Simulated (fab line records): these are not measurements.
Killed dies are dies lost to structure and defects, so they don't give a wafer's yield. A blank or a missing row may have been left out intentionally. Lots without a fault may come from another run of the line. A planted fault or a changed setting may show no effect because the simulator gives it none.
Matching of chambers | flow n5-finfet | rie-diel-03 running N5_DUMMY_GATE_STRIP_48: 4 sister chambers
The step strips in N2/H2, time 20 s. 4 wafers are shown with their chamber, then 8 later ones without.

## WAFERS, EACH WITH ITS CHAMBER
wafer  | chamber | showerhead-plenum-p-Torr (Torr)
L080.1 | 1       | 3.57
L081.5 | 2       | 3.27
L083.5 | 0       | 3.58
L089.3 | 3       | 3.51

## WAFERS WITH NO CHAMBER GIVEN
wafer  | showerhead-plenum-p-Torr (Torr)
L089.4 | 3.58
L089.5 | 3.51
L091.1 | 3.50
L091.3 | 3.26
L091.4 | 3.58
L097.4 | 3.50
L097.5 | 3.55
L097.6 | 3.26

## THE CHAMBER EACH PASSED THROUGH
wafer  | from the rows above     | in truth
L089.4 | can't be placed: 0 or 1 | 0
L089.5 | 3                       | 3
L091.1 | 3                       | 3
L091.3 | 2                       | 2
L091.4 | can't be placed: 0 or 1 | 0
L097.4 | 3                       | 3
L097.5 | can't be placed: 1 or 0 | 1
L097.6 | 2                       | 2
5 of 8 placed correctly. Can't be placed from these rows: 3 (the true chamber is among the candidates in 3). Wrongly placed: 0.
How it was worked out, from the rows above alone: a wafer's distance from a chamber is the root of the sum, over the readings, of the square of ((its reading less the chamber's mean) divided by the reading's scatter). If the next closest chamber is less than 2 further off than the closest, the wafer can't be placed; otherwise it belongs to the closest. The mean given for a chamber averages the wafers shown for that chamber. The scatter: with one shown wafer a chamber, the root of the mean of the squares of how far each hidden wafer lies from its nearest shown one.
